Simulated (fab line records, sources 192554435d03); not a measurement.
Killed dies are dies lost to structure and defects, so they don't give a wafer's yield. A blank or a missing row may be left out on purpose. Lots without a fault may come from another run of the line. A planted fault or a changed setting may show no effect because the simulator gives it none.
Chamber matching | flow n5_finfet | N5_BEOL_M5_PRE_CLEAN_77 on cvd_co-01: 3 sister chambers
The step time 15 s. 6 wafers are shown with their chamber, then 10 later ones without.

WAFERS WITH THEIR CHAMBER
wafer  | chamber | heater_power_w (W) | rf_fwd_power_W (W)
L080.4 | 1       | 108                | 297.1
L082.1 | 1       | 110                | 298.1
L082.2 | 0       | 65                 | 297.6
L082.3 | 2       | 87                 | 297.9
L087.3 | 0       | 67                 | 298.6
L087.4 | 2       | 88                 | 298.1

WAFERS WITHOUT THEIR CHAMBER
wafer  | heater_power_w (W) | rf_fwd_power_W (W)
L087.5 | 67                 | 298.9
L089.1 | 66                 | 298.4
L089.5 | 107                | 299.0
L089.6 | 90                 | 296.6
L093.2 | 67                 | 297.8
L093.4 | 68                 | 296.5
L093.5 | 92                 | 296.9
L097.1 | 92                 | 296.9
L097.3 | 107                | 298.8
L097.5 | 68                 | 297.4

WHICH CHAMBER EACH WENT THROUGH
wafer  | from the rows above | in truth
L087.5 | 0                   | 0
L089.1 | 0                   | 0
L089.5 | 1                   | 1
L089.6 | 2                   | 2
L093.2 | 0                   | 0
L093.4 | 0                   | 0
L093.5 | 2                   | 2
L097.1 | 2                   | 2
L097.3 | 1                   | 1
L097.5 | 0                   | 0
Placed correctly: 10 of 10. Can't be placed from these rows: 0. Placed wrongly: 0.
How it was worked out, from the rows above alone: a wafer's distance from a chamber is the root of the sum, over the readings, of the square of ((its reading less the chamber's mean) divided by the reading's scatter). The wafer belongs to the nearest chamber; if the next one is less than 2 further off, it can't be placed. A chamber's mean is the mean of its shown wafers. The scatter: the root of (the sum of the squares of (reading less its chamber's mean) over the shown wafers, divided by (wafers less chambers)).
